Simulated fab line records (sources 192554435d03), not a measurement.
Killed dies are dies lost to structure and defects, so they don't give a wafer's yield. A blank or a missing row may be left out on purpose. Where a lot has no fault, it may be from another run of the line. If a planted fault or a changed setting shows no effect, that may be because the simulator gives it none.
Chamber matching    flow n5 finfet    cvd co-01 running N5_BEOL_M11_CVD_75: 3 sister chambers
The step deposits Co from CCTBA/H2, target thk 2 nm, time 138.9 s. 14 wafers are shown with their chamber, then 6 later ones without.

EACH WAFER AND ITS CHAMBER
wafer   chamber  run length s (s)
L322.2  0        161.4
L322.5  2        162.6
L322.6  1        161.1
L324.1  0        161.3
L324.4  2        162.2
L324.5  1        162.0
L325.1  2        162.2
L325.2  0        161.4
L325.3  1        161.7
L329.5  1        161.1
L332.5  2        162.2
L343.2  1        161.3
L343.3  2        163.0
L343.5  1        161.6

SIGNATURES, as means of the wafers listed above
reading       chamber 0  chamber 1  chamber 2  scatter within a chamber
run length s  161.367    161.467    162.440    0.326
Rule: for a wafer and a chamber, the distance is found by dividing, reading by reading, the gap between the wafer's reading and the chamber's mean by the reading's scatter, squaring, summing and taking the root. If the next closest chamber is less than 2 further off than the closest, the wafer can't be placed; otherwise it belongs to the closest. The scatter is the square root of a quotient: the sum, over the shown wafers, of each reading's squared deviation from its chamber's mean, divided by wafers minus chambers.

WAFERS WITHOUT THEIR CHAMBER
wafer   run length s (s)
L341.1  162.4
L341.4  161.1
L341.5  161.4
L344.1  162.2
L344.2  161.8
L344.3  161.5

WHICH CHAMBER EACH WENT THROUGH
wafer   from the rows above           in truth
L341.1  2                             2
L341.4  can't be placed: 0 or 1       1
L341.5  can't be placed: 0 or 1       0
L344.1  can't be placed: 2 or 1 or 0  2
L344.2  can't be placed: 1 or 0 or 2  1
L344.3  can't be placed: 1 or 0       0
Correct placement for 1 of the 6. Unplaceable from these rows: 5, with the true chamber sitting among the candidates in 5. Placed wrongly: 0.
